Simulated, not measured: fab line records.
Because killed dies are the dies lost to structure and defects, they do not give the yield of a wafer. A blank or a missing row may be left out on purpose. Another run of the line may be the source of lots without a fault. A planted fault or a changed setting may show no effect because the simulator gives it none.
Lot-split experiment | flow n5_finfet | 21 wafers read from 7 lots, route of 1938 steps

== ABOUT THE SPLIT ==
At N5_GATE_CUT_COAT_35 (time 60 s, resist thk 10 nm), the setting spin_rpm was moved away from the recipe's 1500 rpm on 8 of the 21 wafers read, by -9.8% to +9.0%. All remaining wafers had this setting at the recipe value.

== FROM THE SPLIT TO THE READING: what the file shows between them, 5 steps ==
- N5_GATE_CUT_COAT_27: time 60 s, resist thk 10 nm (also split here: spin_rpm)
- N5_GATE_CUT_COAT_07: resist thk 30 nm
- N5_GATE_CUT_EBR_09
- N5_GATE_CUT_DESCUM_18: chemistry O2, time 7 s
- N5_GATE_CUT_ETCH_28: etches underlayer in N2/H2, target depth 13 nm, time 10.4 s

== THE READING ==
etch.depth_nm (the simulator's own value, which no gauge read), in nm, at N5_GATE_CUT_ETCH_36 (etches SiARC in CF4, target depth 13 nm, time 21.7 s). There is no usual value for it anywhere in the file. The 13 wafers here that ran the recipe average 10.016 nm, standard deviation 0.025 nm.

wafer  | tool, chamber at the split | spin_rpm as run, rpm | against the recipe | etch.depth_nm, nm | against lot-mates on the recipe
L075.2 | litho_track-02, 0          | 1500                 | recipe             | 10.04             | -
L075.3 | litho_track-02, 0          | 1500                 | recipe             | 10.02             | -
L075.4 | litho_track-02, 0          | 1500                 | recipe             | 10                | -
L081.3 | litho_track-04, 0          | 1500                 | recipe             | 10.04             | -
L081.5 | litho_track-04, 0          | 1500                 | recipe             | 10.04             | -
L081.6 | litho_track-04, 0          | 1353                 | -9.8%              | 10.56             | +0.520
L083.3 | litho_track-02, 0          | 1500                 | recipe             | 10.02             | -
L083.5 | litho_track-02, 0          | 1635                 | +9.0%              | 9.582             | -0.438
L083.6 | litho_track-02, 0          | 1635                 | +9.0%              | 9.59              | -0.430
L085.4 | litho_track-05, 0          | 1500                 | recipe             | 10.02             | -
L085.5 | litho_track-05, 0          | 1550                 | +3.3%              | 9.851             | -0.169
L085.6 | litho_track-05, 0          | 1550                 | +3.3%              | 9.821             | -0.199
L089.1 | litho_track-02, 0          | 1623                 | +8.2%              | 9.6               | -0.344
L089.3 | litho_track-02, 0          | 1623                 | +8.2%              | 9.57              | -0.374
L089.6 | litho_track-02, 0          | 1500                 | recipe             | 9.944             | -
L094.1 | litho_track-02, 0          | 1500                 | recipe             | 9.999             | -
L094.3 | litho_track-02, 0          | 1500                 | recipe             | 10.03             | -
L094.6 | litho_track-02, 0          | 1604                 | +6.9%              | 9.662             | -0.352
L096.1 | litho_track-02, 0          | 1500                 | recipe             | 10.02             | -
L096.4 | litho_track-02, 0          | 1500                 | recipe             | 10.03             | -
L096.5 | litho_track-02, 0          | 1500                 | recipe             | 10.01             | -

THE FIT
A straight line over all 21 wafers: etch.depth_nm changes by -0.0518 nm for each +1% of spin_rpm; r = -0.99; the points scatter about the line by 0.026 nm.
The same after taking each lot's own level away (the mean of its wafers on the recipe; 21 wafers): -0.0489 nm for each +1%; r = -1.00; scatter 0.021 nm.
Per that fit: largest spin_rpm move, reading shift of 0.48 nm.
Across the lots, their own levels run from 9.9440 to 10.0400 nm, a range of 3.9 times the standard deviation given above.
The two slopes agree, so the slope changes little with the lot-to-lot level.
Check: for one of the wafers moved furthest among these (-9.8%), held out of the fit, the line's prediction against its lot-mates is +0.459 nm. Against them it came out at +0.52 nm.

== OTHER SPLITS ON THESE WAFERS ==
Note: prior to the reading, these wafers also went through further splits. Each is held against what the fit with the lots' levels taken away leaves over:
other split on the same wafers | wafers away from the commonest value | r with etch.depth_nm (lot level and that fit taken away)
N5_SDB_COAT_03 spin_rpm        | 7                                    | +0.28
N5_SDB_CUT_ETCH_26 icp_w       | 10                                   | +0.30
N5_GATE_CUT_COAT_27 spin_rpm   | 2                                    | +0.17

== THE WHOLE CHAIN: every reading that the file lists as answering this split, in the file's order ==
step                | what it does                                         | reading                                                                           | change (the file's fit)                | r (the file's)
N5_GATE_CUT_COAT_35 | time 60 s, resist thk 10 nm                          | SiARC_of_GATE_CUT_COAT_35.thk_nm (the simulator's own value, which no gauge read) | -0.0534 nm for each +1% of the setting | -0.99
N5_GATE_CUT_ETCH_36 | etches SiARC in CF4, target depth 13 nm, time 21.7 s | etch.depth_nm (the simulator's own value, which no gauge read)                    | -0.0496 nm for each +1% of the setting | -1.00

== THE FILE'S OWN FIT ==
etch.depth_nm changes by -0.0496 nm for each +1% of spin_rpm, r = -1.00.
